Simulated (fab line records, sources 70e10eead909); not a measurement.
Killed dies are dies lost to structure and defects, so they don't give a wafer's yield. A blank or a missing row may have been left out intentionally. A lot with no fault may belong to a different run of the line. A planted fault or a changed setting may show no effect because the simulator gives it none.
A struck lot beside a sound one / flow nand harc / 28 steps out of a route of 1302
Sound: wafers L206.1, L206.3, L206.5. Wafers L208.1, L208.3, L208.5 were the ones struck. Last of all comes the cause.
Order at every step that has rows: each side's tool, ch and its chambers, its first start. Under that, the readings that differ: sound wafers / struck wafers / difference of the means / sigmas: that difference in standard deviations of wafers without a fault.
alike: readings whose means differ by less than 2 such deviations, and words and numbers that are the same on both sides. not compared: withheld readings, readings that some wafer has no value for, bounds like >300 that may hide the same value, and numbers for which the record gives no deviation and whose values overlap.
A row with sigmas, a row that says differs or no value, or rows on one side alone: a step with any of these is where the two part. Non-overlapping numbers with no deviation appear without sigmas and do not part them. Lack of a reading on every wafer of one side parts them only where that side has two or more wafers.

NHARC_A_CHANNEL_HOLE_D1_OVL_MEAS_11:
  sound on overlay-01, day 12 09:54; struck on overlay-02, day 12 20:04
  alike: overlay x nm, overlay y nm
NHARC_A_CHANNEL_HOLE_D1_INSPECT_12:
  sound on defect inspect-01, day 12 09:56; struck on defect inspect-02, day 12 20:06
  alike: raw defect count
then, 2 steps without rows for these wafers: NHARC_A_CHANNEL_HOLE_D1_DESCUM_15 (chemistry O2, time 3 s); NHARC_A_CHANNEL_HOLE_D1_ETCH_38 (etches the open film in CF4, target depth 39 nm, time 65 s).
NHARC_A_CHANNEL_HOLE_D1_ETCH_39: etches the open film in N2/H2, target depth 260 nm, time 325 s.
  sound: rie diel-09 ch 0,2,3; struck: rie diel-09 ch 0,2,3
  alike: drypump motor current A, oes product au, rf vpp V, showerhead plenum p Torr, throttle valve pct
  not compared: rf hours counter h
then, 2 steps without rows for these wafers: NHARC_A_CHANNEL_HOLE_D1_ETCH_34 (etches the open film in CF4/CHF3, target depth 154 nm, time 77 s); NHARC_A_CHANNEL_HOLE_D1_ETCH_16 (etches the open film in O2/COS, target depth 3100 nm, time 806 s).
NHARC_A_CHANNEL_HOLE_D1_CD_MEAS_18:
  sound on cd sem-02, day 12 11:45; struck on cd sem-03, day 12 21:28
  alike: cd nm
NHARC_A_CHANNEL_HOLE_D1_ETCH_19: etches the open film in C4F8/O2/Ar, time 34.5 s.
  sound on har etch-01 ch 0,1, day 12 11:50; struck on har etch-01 ch 0, day 12 21:33
  alike: bias v, drypump motor current A, oes air line au, showerhead plenum p Torr, throttle valve pct
  not compared: rf hours counter h
then, 2 steps without rows for these wafers: NHARC_A_CHANNEL_HOLE_D1_ETCH_20 (etches the open film in C4F8/O2/Ar, time 361.9 s, target depth 1600 nm); NHARC_A_CHANNEL_HOLE_D1_ETCH_21 (etches the open film in C4F8/O2/Ar, time 514.3 s, target depth 1600 nm).
NHARC_A_CHANNEL_HOLE_D1_ETCH_22: etches the open film in C4F8/O2/Ar, time 666.7 s, target depth 1600 nm.
  sound on har etch-01 ch 0,1, day 12 12:41; struck on har etch-01 ch 0, day 12 22:29
  alike: drypump motor current A, oes air line au, showerhead plenum p Torr, throttle valve pct
  not compared: rf hours counter h
NHARC_A_CHANNEL_HOLE_D1_ETCH_23: etches the open film in C4F8/O2/Ar, time 819 s, target depth 1600 nm.
  sound on har etch-01 ch 0,1, day 12 13:15; struck on har etch-01 ch 0, day 12 23:05
  alike: drypump motor current A, oes air line au, showerhead plenum p Torr, throttle valve pct
  not compared: rf hours counter h
NHARC_A_CHANNEL_HOLE_D1_ETCH_24: etches the open film in C4F8/O2/Ar, time 906.2 s, target depth 1500 nm.
  sound on har etch-01 ch 0,1, day 12 13:56; struck on har etch-01 ch 0, day 12 23:47
  alike: drypump motor current A, oes air line au, showerhead plenum p Torr, throttle valve pct
  not compared: rf hours counter h
then, 7 steps without rows for these wafers: NHARC_A_CHANNEL_HOLE_D1_ETCH_25 (etches the open film in C4F8/O2/Ar, time 1040.2 s, target depth 1500 nm); NHARC_A_CHANNEL_HOLE_D1_ETCH_26 (etches the open film in C4F8/O2/Ar, time 224.1 s, target depth 300 nm); NHARC_A_CHANNEL_HOLE_D1_ETCH_33 (etches the open film in C4F8/O2/Ar, time 90 s, target depth 400 nm); NHARC_A_CHANNEL_HOLE_D1_STRIP_41 (strips in N2/H2); NHARC_A_CHANNEL_HOLE_D1_STRIP_42 (strips in CF4/CHF3); NHARC_A_CHANNEL_HOLE_D1_STRIP_43 (strips in O2/COS); NHARC_A_CHANNEL_HOLE_D1_ETCH_44 (etches the open film in CF4/O2, target depth 140 nm, overetch 14 nm, time 77 s).
NHARC_A_CHANNEL_HOLE_D1_STRIP_27: strips in O2.
  sound: rie diel-09 ch 2,3; struck: rie diel-09 ch 0,1,2
  alike: drypump motor current A, oes product au, rf vpp V, showerhead plenum p Torr, throttle valve pct
  not compared: rf hours counter h
then, 2 steps without rows for these wafers: NHARC_A_CHANNEL_HOLE_D1_PRECLEAN_28 (cleans in SC1); NHARC_A_CHANNEL_HOLE_D1_SRD_29.
NHARC_A_CHANNEL_HOLE_D1_CD_MEAS_30:
  sound on cd sem-02, day 12 17:30; struck on cd sem-01, day 13 03:02
  alike: cd nm
NHARC_A_CHANNEL_HOLE_D1_XSEM_31:
  sound on xsem-01 ch 0, day 12 17:35; struck on xsem-02 ch 0, day 13 03:09
reading=bow nm (nm); sound=8.22 8.27 8.24; struck=10.22 10.28 10.23; difference=+2.00; sigmas=+8
  alike: bot cd nm, tilt deg
NHARC_A_CHANNEL_HOLE_D1_INSPECT_40:
  sound on defect inspect-02, day 12 17:41; struck on defect inspect-01, day 13 03:15
  alike: raw defect count
NHARC_END_SORT_01:
  the record has rows for the sound wafers here (prober-01 ch 0, day 28 02:53) and none for the struck ones

WHERE THEY PART
At NHARC_A_CHANNEL_HOLE_D1_XSEM_31 first; at NHARC_END_SORT_01 last (within this record only).

WHY: whatever the simulator had introduced
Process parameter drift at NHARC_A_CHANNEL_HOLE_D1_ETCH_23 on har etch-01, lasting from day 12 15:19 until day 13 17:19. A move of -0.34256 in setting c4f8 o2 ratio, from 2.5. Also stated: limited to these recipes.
